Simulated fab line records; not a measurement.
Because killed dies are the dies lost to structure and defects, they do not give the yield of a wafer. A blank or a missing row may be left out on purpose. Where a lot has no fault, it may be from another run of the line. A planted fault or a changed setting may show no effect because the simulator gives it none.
Matching of chambers    flow n5Finfet    4 sister chambers for N5_BEOL_M0_CUTY_ETCH_62 on rieDiel-03
The step etches SiARC in CF4, time 58.5 s. 8 wafers are shown with their chamber, then 12 later ones without.

WAFERS PAIRED WITH THEIR CHAMBERS
wafer   chamber  showerheadPlenumPTorr (Torr)  throttleValvePct (%)
L082.3  2        2.09                          15.17
L083.5  2        2.10                          15.17
L083.6  3        2.27                          15.27
L084.5  0        2.19                          15.71
L084.6  1        2.04                          15.90
L089.2  0        2.18                          15.73
L089.3  1        2.03                          15.94
L089.6  3        2.27                          15.30

WAFERS WHOSE CHAMBER IS MISSING
wafer   showerheadPlenumPTorr (Torr)  throttleValvePct (%)
L095.1  2.26                          15.35
L095.2  2.18                          15.74
L095.3  2.09                          15.22
L095.4  2.09                          15.21
L095.5  2.26                          15.34
L095.6  2.18                          15.76
L096.1  2.18                          15.75
L096.2  2.26                          15.36
L096.3  2.09                          15.23
L096.4  2.18                          15.74
L096.5  2.09                          15.21
L096.6  2.26                          15.34

EACH ONE'S CHAMBER
wafer   from the rows above  in truth
L095.1  3                    3
L095.2  0                    0
L095.3  2                    2
L095.4  2                    2
L095.5  3                    3
L095.6  0                    0
L096.1  0                    0
L096.2  3                    3
L096.3  2                    2
L096.4  0                    0
L096.5  2                    2
L096.6  3                    3
Placed correctly: 12 of 12. Not placeable from these rows: 0. Wrongly placed: 0.
How it was worked out, from the rows above alone: a wafer's distance from a chamber is the root of the sum, over the readings, of the square of ((its reading less the chamber's mean) divided by the reading's scatter). The wafer belongs to the nearest chamber; if the next one is less than 2 further off, it can't be placed. The mean given for a chamber averages the wafers shown for that chamber. The scatter: take each reading less its chamber's mean, square it, sum over the shown wafers, divide by the number of wafers less the number of chambers, and take the root.
